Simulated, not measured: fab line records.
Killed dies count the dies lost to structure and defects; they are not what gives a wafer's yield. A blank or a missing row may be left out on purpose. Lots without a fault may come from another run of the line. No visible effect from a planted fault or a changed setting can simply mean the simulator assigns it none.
Which tool was responsible? :: flow n5-finfet :: 72 wafers from 24 lots sampled at 5 of the route's 1938 steps

WHAT THE GAUGES READ, wafer by wafer
N5_BEOL_M14_CD_MEAS_10: the cd target is 250 nm.
lot: L075
measured: day 11 15:38
on: cd-sem-01
cd-nm (nm): 247.1 249.3 247.0

lot: L074
measured: day 11 15:59
on: cd-sem-03
cd-nm (nm): 247.5 248.9 249.5

lot: L076
measured: day 12 04:48
on: cd-sem-03
cd-nm (nm): 251.1 250.9 250.9

lot: L077
measured: day 12 13:32
on: cd-sem-02
cd-nm (nm): 247.4 247.5 247.9

lot: L078
measured: day 12 17:55
on: cd-sem-03
cd-nm (nm): 248.7 247.1 246.2

lot: L080
measured: day 12 22:31
on: cd-sem-01
cd-nm (nm): 245.9 248.5 246.6

lot: L079
measured: day 13 11:13
on: cd-sem-02
cd-nm (nm): 249.8 250.3 249.1

lot: L081
measured: day 13 11:59
on: cd-sem-02
cd-nm (nm): 248.2 245.8 249.2

lot: L083
measured: day 13 18:25
on: cd-sem-02
cd-nm (nm): 249.8 246.8 250.4

lot: L082
measured: day 13 22:02
on: cd-sem-03
cd-nm (nm): 250.9 249.5 251.6

lot: L084
measured: day 14 09:38
on: cd-sem-02
cd-nm (nm): 246.3 245.3 247.8

lot: L085
measured: day 14 12:34
on: cd-sem-03
cd-nm (nm): 251.4 251.1 250.2

lot: L086
measured: day 14 16:14
on: cd-sem-03
cd-nm (nm): 250.3 249.3 250.0

lot: L089
measured: day 15 06:13
on: cd-sem-01
cd-nm (nm): 249.6 248.6 248.6

lot: L088
measured: day 15 06:39
on: cd-sem-01
cd-nm (nm): 249.3 248.8 248.4

lot: L087
measured: day 15 06:55
on: cd-sem-01
cd-nm (nm): 249.8 248.9 246.7

lot: L091
measured: day 15 07:52
on: cd-sem-01
cd-nm (nm): 247.8 247.6 246.8

lot: L090
measured: day 15 08:25
on: cd-sem-03
cd-nm (nm): 251.7 248.6 250.6

lot: L092
measured: day 16 05:16
on: cd-sem-03
cd-nm (nm): 246.3 246.7 245.2

lot: L094
measured: day 16 09:32
on: cd-sem-03
cd-nm (nm): 248.2 250.7 252.1

lot: L093
measured: day 16 10:47
on: cd-sem-02
cd-nm (nm): 249.8 250.6 250.7

lot: L096
measured: day 17 01:17
on: cd-sem-03
cd-nm (nm): 251.5 249.5 251.3

lot: L095
measured: day 17 01:59
on: cd-sem-03
cd-nm (nm): 249.1 247.4 245.5

lot: L097
measured: day 17 15:56
on: cd-sem-03
cd-nm (nm): 247.2 245.9 243.4

N5_BEOL_M14_OCD_MEAS_35.
lot: L075
measured: day 11 17:11
on: ocd-02
trench-depth-nm (nm): 557 563 563

lot: L074
measured: day 11 17:41
on: ocd-02
trench-depth-nm (nm): 557 568 560

lot: L076
measured: day 12 06:22
on: ocd-02
trench-depth-nm (nm): 557 570 549

lot: L077
measured: day 12 15:14
on: ocd-01
trench-depth-nm (nm): 563 563 553

lot: L078
measured: day 12 19:28
on: ocd-02
trench-depth-nm (nm): 552 569 586

lot: L080
measured: day 13 00:10
on: ocd-02
trench-depth-nm (nm): 565 553 561

lot: L079
measured: day 13 12:58
on: ocd-02
trench-depth-nm (nm): 550 565 562

lot: L081
measured: day 13 13:32
on: ocd-01
trench-depth-nm (nm): 581 553 572

lot: L083
measured: day 13 20:05
on: ocd-01
trench-depth-nm (nm): 583 573 585

lot: L082
measured: day 13 23:56
on: ocd-01
trench-depth-nm (nm): 568 585 582

lot: L084
measured: day 14 11:28
on: ocd-02
trench-depth-nm (nm): 573 582 583

lot: L085
measured: day 14 14:23
on: ocd-01
trench-depth-nm (nm): 554 557 526

lot: L086
measured: day 14 18:01
on: ocd-01
trench-depth-nm (nm): 560 565 564

lot: L089
measured: day 15 08:32
on: ocd-02
trench-depth-nm (nm): 569 559 587

lot: L088
measured: day 15 08:34
on: ocd-01
trench-depth-nm (nm): 552 557 537

lot: L087
measured: day 15 08:55
on: ocd-02
trench-depth-nm (nm): 547 572 584

lot: L091
measured: day 15 09:44
on: ocd-01
trench-depth-nm (nm): 558 559 556

lot: L090
measured: day 15 10:19
on: ocd-01
trench-depth-nm (nm): 555 560 559

lot: L092
measured: day 16 06:55
on: ocd-01
trench-depth-nm (nm): 541 565 540

lot: L094
measured: day 16 11:21
on: ocd-01
trench-depth-nm (nm): 555 554 559

lot: L093
measured: day 16 12:29
on: ocd-01
trench-depth-nm (nm): 584 578 584

lot: L096
measured: day 17 03:02
on: ocd-01
trench-depth-nm (nm): 546 574 573

lot: L095
measured: day 17 03:32
on: ocd-02
trench-depth-nm (nm): 576 564 575

lot: L097
measured: day 17 18:04
on: ocd-02
trench-depth-nm (nm): 557 554 556

N5_BEOL_M14_THK_MEAS_50: measures by xrf.
lot: L075
measured: day 11 22:50
on: film-metro-02
M14_THK (nm): 550 559 556

lot: L074
measured: day 12 00:28
on: film-metro-02
M14_THK (nm): 551 564 557

lot: L076
measured: day 12 11:53
on: film-metro-01
M14_THK (nm): 553 563 542

lot: L077
measured: day 12 17:23
on: film-metro-02
M14_THK (nm): 555 556 544

lot: L078
measured: day 12 21:35
on: film-metro-01
M14_THK (nm): 546 561 579

lot: L080
measured: day 13 03:52
on: film-metro-01
M14_THK (nm): 548 540 544

lot: L079
measured: day 13 17:01
on: film-metro-02
M14_THK (nm): 542 554 552

lot: L081
measured: day 13 19:34
on: film-metro-01
M14_THK (nm): 571 542 563

lot: L083
measured: day 13 23:16
on: film-metro-02
M14_THK (nm): 572 563 574

lot: L082
measured: day 14 03:15
on: film-metro-02
M14_THK (nm): 561 572 572

lot: L084
measured: day 14 15:56
on: film-metro-01
M14_THK (nm): 566 580 582

lot: L085
measured: day 14 16:14
on: film-metro-01
M14_THK (nm): 550 553 521

lot: L086
measured: day 14 19:46
on: film-metro-01
M14_THK (nm): 568 571 570

lot: L089
measured: day 15 12:27
on: film-metro-02
M14_THK (nm): 569 555 587

lot: L088
measured: day 15 12:37
on: film-metro-02
M14_THK (nm): 547 549 532

lot: L087
measured: day 15 12:45
on: film-metro-01
M14_THK (nm): 542 566 573

lot: L091
measured: day 15 12:53
on: film-metro-02
M14_THK (nm): 553 551 548

lot: L090
measured: day 15 13:49
on: film-metro-02
M14_THK (nm): 546 554 547

lot: L092
measured: day 16 09:49
on: film-metro-01
M14_THK (nm): 542 566 540

lot: L094
measured: day 16 13:38
on: film-metro-02
M14_THK (nm): 553 559 557

lot: L093
measured: day 16 14:46
on: film-metro-01
M14_THK (nm): 584 575 584

lot: L096
measured: day 17 06:01
on: film-metro-02
M14_THK (nm): 538 569 567

lot: L095
measured: day 17 06:11
on: film-metro-01
M14_THK (nm): 568 557 569

lot: L097
measured: day 18 00:25
on: film-metro-01
M14_THK (nm): 557 553 559

WHICH TOOL RAN EACH LOT (tool, then ch and the chambers of the sampled wafers, then the start)
lot: L075
N5_BEOL_M14_STRIP_64: rie-diel-02 ch 0,3, day 11 17:11 or earlier
N5_BEOL_M14_SPUTTER_44: pvd-sputter-01, day 11 20:49

lot: L074
N5_BEOL_M14_STRIP_64: rie-diel-02 ch 1,3, day 11 17:41 or earlier
N5_BEOL_M14_SPUTTER_44: pvd-sputter-02, day 11 22:20

lot: L076
N5_BEOL_M14_STRIP_64: rie-diel-03 ch 1,2, day 12 06:22 or earlier
N5_BEOL_M14_SPUTTER_44: pvd-sputter-03, day 12 10:55

lot: L077
N5_BEOL_M14_STRIP_64: rie-diel-02 ch 1,3, day 12 15:14 or earlier
N5_BEOL_M14_SPUTTER_44: pvd-sputter-01, day 12 16:25

lot: L078
N5_BEOL_M14_STRIP_64: rie-diel-03 ch 1,2, day 12 19:28 or earlier
N5_BEOL_M14_SPUTTER_44: pvd-sputter-01, day 12 20:02

lot: L080
N5_BEOL_M14_STRIP_64: rie-diel-05 ch 0,3, day 13 00:10 or earlier
N5_BEOL_M14_SPUTTER_44: pvd-sputter-02, day 13 02:53

lot: L079
N5_BEOL_M14_STRIP_64: rie-diel-03 ch 2,3, day 13 12:58 or earlier
N5_BEOL_M14_SPUTTER_44: pvd-sputter-01, day 13 16:02

lot: L081
N5_BEOL_M14_STRIP_64: rie-diel-03 ch 2,3, day 13 13:32 or earlier
N5_BEOL_M14_SPUTTER_44: pvd-sputter-01, day 13 18:35

lot: L083
N5_BEOL_M14_STRIP_64: rie-diel-02 ch 0,2,3, day 13 20:05 or earlier
N5_BEOL_M14_SPUTTER_44: pvd-sputter-01, day 13 22:16

lot: L082
N5_BEOL_M14_STRIP_64: rie-diel-03 ch 0,1, day 13 23:56 or earlier
N5_BEOL_M14_SPUTTER_44: pvd-sputter-03, day 14 01:35

lot: L084
N5_BEOL_M14_STRIP_64: rie-diel-03 ch 0,2,3, day 14 11:28 or earlier
N5_BEOL_M14_SPUTTER_44: pvd-sputter-02, day 14 14:56

lot: L085
N5_BEOL_M14_STRIP_64: rie-diel-02 ch 1,3, day 14 14:23 or earlier
N5_BEOL_M14_SPUTTER_44: pvd-sputter-03, day 14 15:16

lot: L086
N5_BEOL_M14_STRIP_64: rie-diel-02 ch 1,2,3, day 14 18:01 or earlier
N5_BEOL_M14_SPUTTER_44: pvd-sputter-01, day 14 18:47

lot: L089
N5_BEOL_M14_STRIP_64: rie-diel-05 ch 0,1,3, day 15 08:32 or earlier
N5_BEOL_M14_SPUTTER_44: pvd-sputter-02, day 15 11:25

lot: L088
N5_BEOL_M14_STRIP_64: rie-diel-02 ch 1,2, day 15 08:34 or earlier
N5_BEOL_M14_SPUTTER_44: pvd-sputter-01, day 15 11:26

lot: L087
N5_BEOL_M14_STRIP_64: rie-diel-05 ch 0,1, day 15 08:55 or earlier
N5_BEOL_M14_SPUTTER_44: pvd-sputter-03, day 15 11:46

lot: L091
N5_BEOL_M14_STRIP_64: rie-diel-05 ch 2,3, day 15 09:44 or earlier
N5_BEOL_M14_SPUTTER_44: pvd-sputter-02, day 15 11:49

lot: L090
N5_BEOL_M14_STRIP_64: rie-diel-02 ch 1,2,3, day 15 10:19 or earlier
N5_BEOL_M14_SPUTTER_44: pvd-sputter-02, day 15 12:34

lot: L092
N5_BEOL_M14_STRIP_64: rie-diel-02 ch 0,2,3, day 16 06:55 or earlier
N5_BEOL_M14_SPUTTER_44: pvd-sputter-01, day 16 08:09

lot: L094
N5_BEOL_M14_STRIP_64: rie-diel-05 ch 2,3, day 16 11:21 or earlier
N5_BEOL_M14_SPUTTER_44: pvd-sputter-02, day 16 12:33

lot: L093
N5_BEOL_M14_STRIP_64: rie-diel-05 ch 0,2,3, day 16 12:29 or earlier
N5_BEOL_M14_SPUTTER_44: pvd-sputter-02, day 16 13:47

lot: L096
N5_BEOL_M14_STRIP_64: rie-diel-05 ch 1,2, day 17 03:02 or earlier
N5_BEOL_M14_SPUTTER_44: pvd-sputter-02, day 17 04:43

lot: L095
N5_BEOL_M14_STRIP_64: rie-diel-05 ch 0,2, day 17 03:32 or earlier
N5_BEOL_M14_SPUTTER_44: pvd-sputter-01, day 17 04:45

lot: L097
N5_BEOL_M14_STRIP_64: rie-diel-03 ch 0,2,3, day 17 18:04 or earlier
N5_BEOL_M14_SPUTTER_44: pvd-sputter-03, day 17 23:05
- N5_BEOL_M14_STRIP_64: strips in O2.
- N5_BEOL_M14_SPUTTER_44: material Ta, target thk 15 nm, time 24.19 s.

AS READ BY THE TOOLS THEMSELVES (means over the sampled wafers that have a number; for cases with no such wafer, the mark the record gives instead)
N5_BEOL_M14_STRIP_64.
lot: L075
tool: rie-diel-02
drypump-motor-current-A (A): 6.2
oes-product-au (a.u.): 0.76
rf-vpp-V (V): 3.8
showerhead-plenum-p-Torr (Torr): 1.94
throttle-valve-pct (%): 16.74

lot: L074
tool: rie-diel-02
drypump-motor-current-A (A): 5.6
oes-product-au (a.u.): 0.75
rf-vpp-V (V): 4.0
showerhead-plenum-p-Torr (Torr): 2.11
throttle-valve-pct (%): 16.61

lot: L076
tool: rie-diel-03
drypump-motor-current-A (A): 5.7
oes-product-au (a.u.): 0.88
rf-vpp-V (V): 3.6
showerhead-plenum-p-Torr (Torr): 2.06
throttle-valve-pct (%): 16.39

lot: L077
tool: rie-diel-02
drypump-motor-current-A (A): 5.6
oes-product-au (a.u.): 0.74
rf-vpp-V (V): 3.7
showerhead-plenum-p-Torr (Torr): 2.11
throttle-valve-pct (%): 16.63

lot: L078
tool: rie-diel-03
drypump-motor-current-A (A): 5.8
oes-product-au (a.u.): 0.87
rf-vpp-V (V): 3.2
showerhead-plenum-p-Torr (Torr): 2.06
throttle-valve-pct (%): 16.41

lot: L080
tool: rie-diel-05
drypump-motor-current-A (A): 6.0
oes-product-au (a.u.): 0.89
rf-vpp-V (V): 3.7
showerhead-plenum-p-Torr (Torr): 2.16
throttle-valve-pct (%): 16.53

lot: L079
tool: rie-diel-03
drypump-motor-current-A (A): 5.6
oes-product-au (a.u.): 0.84
rf-vpp-V (V): 3.7
showerhead-plenum-p-Torr (Torr): 2.04
throttle-valve-pct (%): 16.31

lot: L081
tool: rie-diel-03
drypump-motor-current-A (A): 5.6
oes-product-au (a.u.): 0.84
rf-vpp-V (V): 3.9
showerhead-plenum-p-Torr (Torr): 2.04
throttle-valve-pct (%): 16.32

lot: L083
tool: rie-diel-02
drypump-motor-current-A (A): 6.1
oes-product-au (a.u.): 0.79
rf-vpp-V (V): 3.9
showerhead-plenum-p-Torr (Torr): 1.99
throttle-valve-pct (%): 16.71

lot: L082
tool: rie-diel-03
drypump-motor-current-A (A): 6.3
oes-product-au (a.u.): 0.80
rf-vpp-V (V): 4.0
showerhead-plenum-p-Torr (Torr): 2.08
throttle-valve-pct (%): 16.67

lot: L084
tool: rie-diel-03
drypump-motor-current-A (A): 5.9
oes-product-au (a.u.): 0.85
rf-vpp-V (V): 3.9
showerhead-plenum-p-Torr (Torr): 2.04
throttle-valve-pct (%): 16.43

lot: L085
tool: rie-diel-02
drypump-motor-current-A (A): 5.7
oes-product-au (a.u.): 0.74
rf-vpp-V (V): 3.6
showerhead-plenum-p-Torr (Torr): 2.06
throttle-valve-pct (%): 16.69

lot: L086
tool: rie-diel-02
drypump-motor-current-A (A): 5.7
oes-product-au (a.u.): 0.77
rf-vpp-V (V): 3.8
showerhead-plenum-p-Torr (Torr): 2.07
throttle-valve-pct (%): 16.66

lot: L089
tool: rie-diel-05
drypump-motor-current-A (A): 5.8
oes-product-au (a.u.): 0.94
rf-vpp-V (V): 3.5
showerhead-plenum-p-Torr (Torr): 2.15
throttle-valve-pct (%): 16.54

lot: L088
tool: rie-diel-02
drypump-motor-current-A (A): 5.5
oes-product-au (a.u.): 0.73
rf-vpp-V (V): 4.0
showerhead-plenum-p-Torr (Torr): 2.12
throttle-valve-pct (%): 16.63

lot: L087
tool: rie-diel-05
drypump-motor-current-A (A): 5.6
oes-product-au (a.u.): 0.93
rf-vpp-V (V): 3.4
showerhead-plenum-p-Torr (Torr): 2.16
throttle-valve-pct (%): 16.44

lot: L091
tool: rie-diel-05
drypump-motor-current-A (A): 5.8
oes-product-au (a.u.): 0.87
rf-vpp-V (V): 3.9
showerhead-plenum-p-Torr (Torr): 2.06
throttle-valve-pct (%): 16.44

lot: L090
tool: rie-diel-02
drypump-motor-current-A (A): 5.7
oes-product-au (a.u.): 0.77
rf-vpp-V (V): 3.3
showerhead-plenum-p-Torr (Torr): 2.07
throttle-valve-pct (%): 16.69

lot: L092
tool: rie-diel-02
drypump-motor-current-A (A): 6.0
oes-product-au (a.u.): 0.76
rf-vpp-V (V): 3.5
showerhead-plenum-p-Torr (Torr): 1.98
throttle-valve-pct (%): 16.74

lot: L094
tool: rie-diel-05
drypump-motor-current-A (A): 6.2
oes-product-au (a.u.): 0.89
rf-vpp-V (V): 3.7
showerhead-plenum-p-Torr (Torr): 2.10
throttle-valve-pct (%): 16.53

lot: L093
tool: rie-diel-05
drypump-motor-current-A (A): 5.9
oes-product-au (a.u.): 0.88
rf-vpp-V (V): 3.6
showerhead-plenum-p-Torr (Torr): 2.11
throttle-valve-pct (%): 16.44

lot: L096
tool: rie-diel-05
drypump-motor-current-A (A): 5.4
oes-product-au (a.u.): 0.84
rf-vpp-V (V): 3.9
showerhead-plenum-p-Torr (Torr): 2.06
throttle-valve-pct (%): 16.52

lot: L095
tool: rie-diel-05
drypump-motor-current-A (A): 5.6
oes-product-au (a.u.): 0.84
rf-vpp-V (V): 3.4
showerhead-plenum-p-Torr (Torr): 2.06
throttle-valve-pct (%): 16.38

lot: L097
tool: rie-diel-03
drypump-motor-current-A (A): 5.9
oes-product-au (a.u.): 0.89
rf-vpp-V (V): 3.7
showerhead-plenum-p-Torr (Torr): 2.04
throttle-valve-pct (%): 16.33

N5_BEOL_M14_SPUTTER_44.
lot: L075
tool: pvd-sputter-01
throttle-valve-pct (%): 30.0

lot: L074
tool: pvd-sputter-02
throttle-valve-pct (%): 29.6

lot: L076
tool: pvd-sputter-03
throttle-valve-pct (%): 28.8

lot: L077
tool: pvd-sputter-01
throttle-valve-pct (%): 29.8

lot: L078
tool: pvd-sputter-01
throttle-valve-pct (%): 29.7

lot: L080
tool: pvd-sputter-02
throttle-valve-pct (%): 29.6

lot: L079
tool: pvd-sputter-01
throttle-valve-pct (%): 30.7

lot: L081
tool: pvd-sputter-01
throttle-valve-pct (%): 30.3

lot: L083
tool: pvd-sputter-01
throttle-valve-pct (%): 30.6

lot: L082
tool: pvd-sputter-03
throttle-valve-pct (%): 29.4

lot: L084
tool: pvd-sputter-02
throttle-valve-pct (%): 30.6

lot: L085
tool: pvd-sputter-03
throttle-valve-pct (%): 30.0

lot: L086
tool: pvd-sputter-01
throttle-valve-pct (%): 29.6

lot: L089
tool: pvd-sputter-02
throttle-valve-pct (%): 30.2

lot: L088
tool: pvd-sputter-01
throttle-valve-pct (%): 30.2

lot: L087
tool: pvd-sputter-03
throttle-valve-pct (%): 29.6

lot: L091
tool: pvd-sputter-02
throttle-valve-pct (%): 30.6

lot: L090
tool: pvd-sputter-02
throttle-valve-pct (%): 29.6

lot: L092
tool: pvd-sputter-01
throttle-valve-pct (%): 30.4

lot: L094
tool: pvd-sputter-02
throttle-valve-pct (%): 29.3

lot: L093
tool: pvd-sputter-02
throttle-valve-pct (%): 29.5

lot: L096
tool: pvd-sputter-02
throttle-valve-pct (%): 29.6

lot: L095
tool: pvd-sputter-01
throttle-valve-pct (%): 29.4

lot: L097
tool: pvd-sputter-03
throttle-valve-pct (%): 29.4

THE ANSWER, worked out from the rows above alone
Rule: the usual values come from the lots themselves. The widest of any qualifying gaps counts: lots, ordered by their means at a reading, are off when they make up no more than a third of the lots, leave a main group of 4 or more, and stand apart from it by 3 or more times the standard deviation of that group's means. The tables above print the reading to a certain number of digits; a main group whose means all agree to those digits is not used. Also off: a lot with no number at a reading for which 4 or more lots have one. The other lots that the step has rows for count as sound. After the gauges, taken in route order, come the tools' own readings; for these a lot's mean is taken, as printed above. The first step at which some lot is off is used, and at that step the reading that is off furthest; a lot without a number counts as furthest.
No lot is off on any of the readings shown, so nothing can be concluded from this.

WHAT WAS PUT IN BY THE SIMULATOR
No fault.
